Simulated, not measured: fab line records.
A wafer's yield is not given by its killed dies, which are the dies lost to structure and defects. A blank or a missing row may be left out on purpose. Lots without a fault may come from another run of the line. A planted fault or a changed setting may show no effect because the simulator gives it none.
Split-lot trial / flow n5 finfet / 21 wafers read across 7 lots, on a route 1938 steps long

## THE SPLIT ITSELF
At N5_BEOL_M5_ETCH_41 (etches SiCN in CH3F/O2, target depth 31.5 nm, time 56.7 s), the setting source w was moved away from the recipe's 395 W on 8 of the 21 wafers read, by -17.9% to +7.4%. For the rest of the wafers, this setting stayed at what the recipe calls for.

The reading is taken at the split's own step.

## THE READING
rf vpp V, in V, at N5_BEOL_M5_ETCH_41 (etches SiCN in CH3F/O2, target depth 31.5 nm, time 56.7 s). A value of 297.3 V with a standard deviation of 1.5 V is what fault-free wafers of this fab line usually give.

wafer=L074.2; tool, chamber at the split=rie diel-01, 3; source w as run, W=395; against the recipe=recipe; rf vpp V, V=296.5; against lot-mates on the recipe=-
wafer=L074.3; tool, chamber at the split=rie diel-01, 1; source w as run, W=395; against the recipe=recipe; rf vpp V, V=298.1; against lot-mates on the recipe=-
wafer=L074.5; tool, chamber at the split=rie diel-01, 0; source w as run, W=395; against the recipe=recipe; rf vpp V, V=296.4; against lot-mates on the recipe=-
wafer=L081.3; tool, chamber at the split=rie diel-03, 2; source w as run, W=424.2; against the recipe=+7.4%; rf vpp V, V=292.9; against lot-mates on the recipe=-4.5
wafer=L081.4; tool, chamber at the split=rie diel-03, 0; source w as run, W=424.2; against the recipe=+7.4%; rf vpp V, V=291.2; against lot-mates on the recipe=-6.2
wafer=L081.5; tool, chamber at the split=rie diel-03, 0; source w as run, W=395; against the recipe=recipe; rf vpp V, V=297.4; against lot-mates on the recipe=-
wafer=L084.1; tool, chamber at the split=rie diel-06, 2; source w as run, W=334.5; against the recipe=-15.3%; rf vpp V, V=313.3; against lot-mates on the recipe=no lot-mate on the recipe
wafer=L084.4; tool, chamber at the split=rie diel-06, 2; source w as run, W=334.5; against the recipe=-15.3%; rf vpp V, V=313.5; against lot-mates on the recipe=no lot-mate on the recipe
wafer=L084.6; tool, chamber at the split=rie diel-06, 3; source w as run, W=334.5; against the recipe=-15.3%; rf vpp V, V=313.6; against lot-mates on the recipe=no lot-mate on the recipe
wafer=L092.1; tool, chamber at the split=rie diel-06, 2; source w as run, W=339.3; against the recipe=-14.1%; rf vpp V, V=310.5; against lot-mates on the recipe=+13.6
wafer=L092.3; tool, chamber at the split=rie diel-06, 1; source w as run, W=395; against the recipe=recipe; rf vpp V, V=298.4; against lot-mates on the recipe=-
wafer=L092.4; tool, chamber at the split=rie diel-06, 2; source w as run, W=395; against the recipe=recipe; rf vpp V, V=295.3; against lot-mates on the recipe=-
wafer=L088.2; tool, chamber at the split=rie diel-01, 3; source w as run, W=395; against the recipe=recipe; rf vpp V, V=296.2; against lot-mates on the recipe=-
wafer=L088.5; tool, chamber at the split=rie diel-01, 0; source w as run, W=395; against the recipe=recipe; rf vpp V, V=295.0; against lot-mates on the recipe=-
wafer=L088.6; tool, chamber at the split=rie diel-01, 1; source w as run, W=395; against the recipe=recipe; rf vpp V, V=298.0; against lot-mates on the recipe=-
wafer=L089.2; tool, chamber at the split=rie diel-01, 2; source w as run, W=395; against the recipe=recipe; rf vpp V, V=301.1; against lot-mates on the recipe=-
wafer=L089.5; tool, chamber at the split=rie diel-01, 2; source w as run, W=395; against the recipe=recipe; rf vpp V, V=300.2; against lot-mates on the recipe=-
wafer=L089.6; tool, chamber at the split=rie diel-01, 3; source w as run, W=324.1; against the recipe=-17.9%; rf vpp V, V=316.0; against lot-mates on the recipe=+15.4
wafer=L093.1; tool, chamber at the split=rie diel-06, 3; source w as run, W=395; against the recipe=recipe; rf vpp V, V=297.1; against lot-mates on the recipe=-
wafer=L093.5; tool, chamber at the split=rie diel-06, 3; source w as run, W=395; against the recipe=recipe; rf vpp V, V=297.6; against lot-mates on the recipe=-
wafer=L093.6; tool, chamber at the split=rie diel-06, 0; source w as run, W=366.7; against the recipe=-7.2%; rf vpp V, V=304.9; against lot-mates on the recipe=+7.5

THE FIT
A straight line over all 21 wafers: rf vpp V changes by -0.982 V for each +1% of source w; r = -0.98; the points scatter about the line by 1.6 V.
The same after taking each lot's own level away (the mean of its wafers on the recipe; 18 wafers): -0.873 V for each +1%; r = -0.98; scatter 1.1 V.
Per that fit: largest source w move, reading shift of 16 V.
The span of the lots' own levels, 296.40 to 300.65 V, comes to 2.8 times the standard deviation stated above.
So the slope is not independent of the lot-to-lot level: the two fits are not the same.
Check: with one of the wafers moved furthest among these (-17.9%) left out of the fit, the line predicts +16.4 V for it against its lot-mates. It came out at +15.4 V against them.
Tool readings at the split's step, against how far the setting was moved: rf vpp V r = -0.98.

## THE WHOLE CHAIN: every reading that the file lists as answering this split, in the file's order
step=N5_BEOL_M5_ETCH_41; what it does=etches SiCN in CH3F/O2, target depth 31.5 nm, time 56.7 s; reading=rf vpp V; change (the file's fit)=-0.896 V for each +1% of the setting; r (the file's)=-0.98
step=N5_BEOL_M5_ETCH_41; what it does=etches SiCN in CH3F/O2, target depth 31.5 nm, time 56.7 s; reading=etch.depth nm (the simulator's own value, which no gauge read); change (the file's fit)=+0.0904 nm for each +1% of the setting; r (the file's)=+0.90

## THE FILE'S OWN FIT
rf vpp V changes by -0.896 V for each +1% of source w, r = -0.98.
